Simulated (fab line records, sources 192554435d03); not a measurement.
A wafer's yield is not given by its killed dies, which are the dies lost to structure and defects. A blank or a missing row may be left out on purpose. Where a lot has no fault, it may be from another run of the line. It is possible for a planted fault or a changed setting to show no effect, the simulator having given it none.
Split-lot experiment ; flow n5_finfet ; on a route of 1938 steps: 7 lots, 21 wafers read

ON THE SPLIT
At N5_BEOL_M0_SAQP_ETCH_106 (etches SOC in N2/H2, stops on SiNx, target depth 150 nm), the setting target_depth_a was moved away from the recipe's 1500 angstrom on 7 of the 21 wafers read, by -5.4% to +11.6%. All remaining wafers had this setting at the recipe value.

Between the split and the reading, the file records no step.

THE READING
SOC_of_BEOL_M0_SAQP_COAT_105.thk_nm (the simulator's own value, which no gauge read), in nm, at N5_BEOL_M0_SAQP_ETCH_107 (etches SiNx in CH3F/O2, target depth 30 nm). There is no usual value for it anywhere in the file. The 14 wafers here that ran the recipe average 12.3 nm, standard deviation 2.5 nm.

wafer;tool, chamber at the split;target_depth_a as run, angstrom;against the recipe;SOC_of_BEOL_M0_SAQP_COAT_105.thk_nm, nm;against lot-mates on the recipe
L076.1;rie_diel-04, 2;1500;recipe;12;-
L076.3;rie_diel-04, 1;1500;recipe;12;-
L076.5;rie_diel-04, 3;1500;recipe;10.6;-
L077.2;rie_diel-04, 1;1500;recipe;11.2;-
L077.3;rie_diel-04, 0;1500;recipe;10;-
L077.6;rie_diel-04, 0;1500;recipe;9.6;-
L078.3;rie_diel-02, 2;1500;recipe;16.2;-
L078.4;rie_diel-02, 0;1631;+8.7%;7;-9.2
L078.6;rie_diel-02, 2;1631;+8.7%;9.2;-7.0
L080.3;rie_diel-03, 1;1660;+10.7%;5.8;-9.8
L080.4;rie_diel-03, 2;1660;+10.7%;6.6;-9.0
L080.5;rie_diel-03, 3;1500;recipe;15.6;-
L083.3;rie_diel-02, 3;1500;recipe;14.4;-
L083.5;rie_diel-02, 3;1500;recipe;14.2;-
L083.6;rie_diel-02, 2;1500;recipe;15.2;-
L086.1;rie_diel-03, 2;1500;recipe;13.6;-
L086.3;rie_diel-03, 1;1419;-5.4%;16.6;+3.0
L086.5;rie_diel-03, 2;1419;-5.4%;17;+3.4
L091.1;rie_diel-04, 3;1500;recipe;9.8;-
L091.3;rie_diel-04, 0;1500;recipe;7.6;-
L091.4;rie_diel-04, 2;1674;+11.6%;1.2;-7.5

FIT RESULTS
A straight line over all 21 wafers: SOC_of_BEOL_M0_SAQP_COAT_105.thk_nm changes by -0.678 nm for each +1% of target_depth_a; r = -0.82; the points scatter about the line by 2.4 nm.
The same after taking each lot's own level away (the mean of its wafers on the recipe; 21 wafers): -0.794 nm for each +1%; r = -0.97; scatter 0.95 nm.
That fit puts the effect of the largest move of target_depth_a on the reading at 9.2 nm.
Across the lots, their own levels run from 8.70 to 16.20 nm, a range of 3.0 times the standard deviation given above.
Thus the slope moves with the lot-to-lot level: the two fits are different.
Check: with one of the wafers moved furthest among these (+11.6%) left out of the fit, the line predicts -10 nm for it against its lot-mates. Against them it came out at -7.5 nm.

OTHER SPLITS APPLIED TO THESE WAFERS
Note: prior to the reading, these wafers also went through further splits. Each is held against what the fit with the lots' levels taken away leaves over:
other split on the same wafers;wafers away from the commonest value;r with SOC_of_BEOL_M0_SAQP_COAT_105.thk_nm (lot level and that fit taken away)
N5_MOL_CONTACT_COAG_COAT_64 spin_rpm;7;-0.03
N5_BEOL_M0_SAQP_DESCUM_19 time_s;6;-0.09

THE WHOLE CHAIN: every reading that the file lists as answering this split, in the file's order
step;what it does;reading;change (the file's fit);r (the file's)
N5_BEOL_M0_SAQP_ETCH_106;etches SOC in N2/H2, stops on SiNx, target depth 150 nm;SOC_of_BEOL_M0_SAQP_COAT_105.thk_nm (the simulator's own value, which no gauge read);-0.762 nm for each +1% of the setting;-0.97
N5_BEOL_M0_SAQP_ETCH_107;etches SiNx in CH3F/O2, target depth 30 nm;SOC_of_BEOL_M0_SAQP_COAT_105.thk_nm (the simulator's own value, which no gauge read);-0.778 nm for each +1% of the setting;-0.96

FILE'S OWN FIT
SOC_of_BEOL_M0_SAQP_COAT_105.thk_nm changes by -0.778 nm for each +1% of target_depth_a, r = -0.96.
